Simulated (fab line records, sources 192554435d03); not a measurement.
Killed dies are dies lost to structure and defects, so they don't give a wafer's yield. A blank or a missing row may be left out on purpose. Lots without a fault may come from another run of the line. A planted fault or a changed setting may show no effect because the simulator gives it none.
Chamber matching -- flow n5-finfet -- N5_MOL_CONTACT_COAG_ETCHBACK_135 on rie-diel-04 has 4 sister chambers
The step etches SiO2 in CHF3, target depth 25 nm, time 16.7 s. 8 wafers are shown with their chamber, then 9 later ones without.

## EACH WAFER AND ITS CHAMBER
wafer,chamber,showerhead-plenum-p-Torr (Torr),rf-vpp-V (V)
L082.2,2,2.39,523
L082.4,3,2.52,527
L082.6,2,2.39,523
L084.2,0,2.34,520
L084.6,3,2.52,526
L088.1,1,2.47,534
L088.2,0,2.33,518
L088.6,1,2.47,534

## WAFERS WHOSE CHAMBER IS MISSING
wafer,showerhead-plenum-p-Torr (Torr),rf-vpp-V (V)
L092.2,2.51,527
L092.4,2.47,535
L092.6,2.47,533
L094.4,2.33,518
L094.5,2.33,519
L094.6,2.46,534
L096.1,2.46,534
L096.2,2.51,526
L096.5,2.38,522

## WHICH CHAMBER EACH WENT THROUGH
wafer,from the rows above,in truth
L092.2,3,3
L092.4,1,1
L092.6,1,1
L094.4,0,0
L094.5,0,0
L094.6,1,1
L096.1,1,1
L096.2,3,3
L096.5,2,2
Correct placement for 9 of the 9. Left unplaced by these rows: 0. Wrongly placed: 0.
How it was worked out, from the rows above alone: a wafer's distance from a chamber is the root of the sum, over the readings, of the square of ((its reading less the chamber's mean) divided by the reading's scatter). If the next closest chamber is less than 2 further off than the closest, the wafer can't be placed; otherwise it belongs to the closest. A chamber's mean is the mean of its shown wafers. The scatter: the root of (the sum of the squares of (reading less its chamber's mean) over the shown wafers, divided by (wafers less chambers)).
